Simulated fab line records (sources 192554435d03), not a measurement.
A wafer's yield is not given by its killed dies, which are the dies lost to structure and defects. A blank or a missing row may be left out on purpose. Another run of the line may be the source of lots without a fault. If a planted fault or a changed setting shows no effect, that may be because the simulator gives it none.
Struck lot and sound lot, side by side :: flow n5-finfet :: 15 steps out of a route of 1938
Sound: the wafers L441.1, L441.3, L441.6. Wafers L444.2, L444.4, L444.5 were the ones struck. Last of all comes the cause.
Each step with rows lists, per side, the tool, then ch with its chambers, then its first start. Under that, the readings that differ: sound wafers :: struck wafers :: difference of the means :: sigmas: that difference in standard deviations of wafers without a fault.
alike: same words and numbers on both sides, and readings whose means sit less than 2 such deviations apart. not compared: any withheld reading, any reading some wafer has no value for, any bound like >300 that may hide the same value, and any number with overlapping values for which the record gives no deviation.
Wherever a step has rows on one side only, a row that says differs or no value, or a row with sigmas, the two part there. Numbers that don't overlap but have no deviation are shown without sigmas and don't part them. Lack of a reading on every wafer of one side parts them only where that side has two or more wafers.

N5_FIN_SAQP_HM_OPEN_33: chemistry CH3F/O2, target SiNx, target depth 49.4 nm, time 70.6 s.
  sound on rie-diel-01 ch 0,1,2, day 2 09:28; struck on rie-diel-04 ch 0,2,3, day 3 02:10
  alike: bias-w, drypump-motor-current-A, etch-rf-on-time-s, oes_o_777_au, oes-product-au, rf-vpp-V, showerhead-plenum-p-Torr, throttle-valve-pct
  not compared: rf-hours-counter-h
N5_FIN_SAQP_ETCH_34: etches SiO2 in C4F6/O2, target depth 45 nm, time 15 s.
  sound on rie-diel-01 ch 0,1,2, day 2 09:32; struck on rie-diel-04 ch 0,2,3, day 3 02:14
  alike: bias-w, drypump-motor-current-A, etch-rf-on-time-s, oes_o_777_au, oes-product-au, rf-vpp-V, showerhead-plenum-p-Torr, throttle-valve-pct
  not compared: rf-hours-counter-h
N5_FIN_SAQP_STRIP_77: strips in N2/H2, time 90 s.
  sound on rie-diel-01 ch 0,1,2, day 2 09:34; struck on rie-diel-04 ch 0,2,3, day 3 02:16
  alike: drypump-motor-current-A, oes-product-au, rf-vpp-V, showerhead-plenum-p-Torr, throttle-valve-pct
  not compared: rf-hours-counter-h
N5_FIN_SAQP_HM_CD_35 targets a cd of 8 nm.
  struck on cd-sem-01, day 3 02:23; sound on cd-sem-02, day 2 09:41
  alike: cd-nm
N5_FIN_SAQP_ETCH_64: etches SiO2 in CF4, target depth 1.5 nm.
  sound on rie-si-03 ch 0,3, day 2 09:44; struck on rie-si-03 ch 1,2, day 3 02:26
reading: oes-product-au (a.u.)
sound: 0.998 1.059 1.066
struck: 1.015 0.961 0.965
difference: -0.061
sigmas: -2
  alike: bias-w, drypump-motor-current-A, he-backside-leak-sccm, throttle-valve-pct
  not compared: rf-hours-counter-h
N5_FIN_SAQP_FIN_ETCH_36: etches the open film in HBr/Cl2/O2, target depth 120 nm, time 50.4 s.
  sound on rie-si-03 ch 0,3, day 2 09:46; struck on rie-si-03 ch 1,2, day 3 02:27
  alike: bias-w, drypump-motor-current-A, he-backside-leak-sccm, oes_o_777_au, oes-product-au, throttle-valve-pct
  not compared: rf-hours-counter-h
N5_FIN_SAQP_CD_MEAS_37 targets a cd of 8 nm.
  struck on cd-sem-03, day 3 02:34; sound on cd-sem-02, day 2 09:53
  alike: cd-nm
then, 3 steps without rows for these wafers: N5_FIN_SAQP_PRECLEAN_38 (cleans in O3/DIW, time 45 s); N5_FIN_SAQP_PRECLEAN_45 (cleans in dHF, time 10 s); N5_FIN_SAQP_SRD_39 (time 30 s).
N5_FIN_SAQP_OCD_MEAS_76:
  struck on ocd-02, day 3 02:40; sound on ocd-02, day 2 09:59
reading: trench-depth-nm (nm)
sound: 119.3 124.4 122.7
struck: 120.1 114.7 116.2
difference: -5.1
sigmas: -2
N5_FIN_SAQP_INSPECT_40: inspects for defects (brightfield).
  struck on defect-inspect-01, day 3 02:43; sound on defect-inspect-01, day 2 10:01
  alike: raw-defect-count
N5_FIN_CUT_COAT_18: time 60 s, resist thk 230 nm.
  sound on litho-track-04 ch 0, day 2 10:02; struck on litho-track-04 ch 0, day 3 02:44
reading: heater-power-total-W (W)
sound: 502.7 498.4 500.5
struck: 821.7 821.1 821.0
difference: +320.7
sigmas: +99 or more

reading: plate-temp-C (C)
sound: 249.95 250.13 249.98
struck: 263.44 263.63 263.56
difference: +13.52
sigmas: +71
  alike: dispense-pressure-kPa
then, 1 step without rows for these wafers: N5_FIN_CUT_COAT_19 (time 60 s, resist thk 20 nm).
-- record jumps: 5 days separate the struck wafers' starts on either side; left off in module FIN_CUT, taken up again in module BEOL_M4, whose first shown step is the route's number 1111 --
N5_BEOL_M4_RC_MEAS_101:
  sound on prober-01 ch 0, day 7 23:04; struck on prober-02 ch 0, day 8 10:20
  alike: DIBL_N, DIBL_P, IOFF_N, IOFF_P, ION_N, ION_P, SS_N, SS_P, VT_N, VT_P

## WHERE THEY PART
Last at N5_FIN_CUT_COAT_18 as far as this record goes, first at N5_FIN_SAQP_ETCH_64. Later steps at which nothing parts them and some readings are alike: N5_BEOL_M4_RC_MEAS_101.

WHY: whatever the simulator had introduced
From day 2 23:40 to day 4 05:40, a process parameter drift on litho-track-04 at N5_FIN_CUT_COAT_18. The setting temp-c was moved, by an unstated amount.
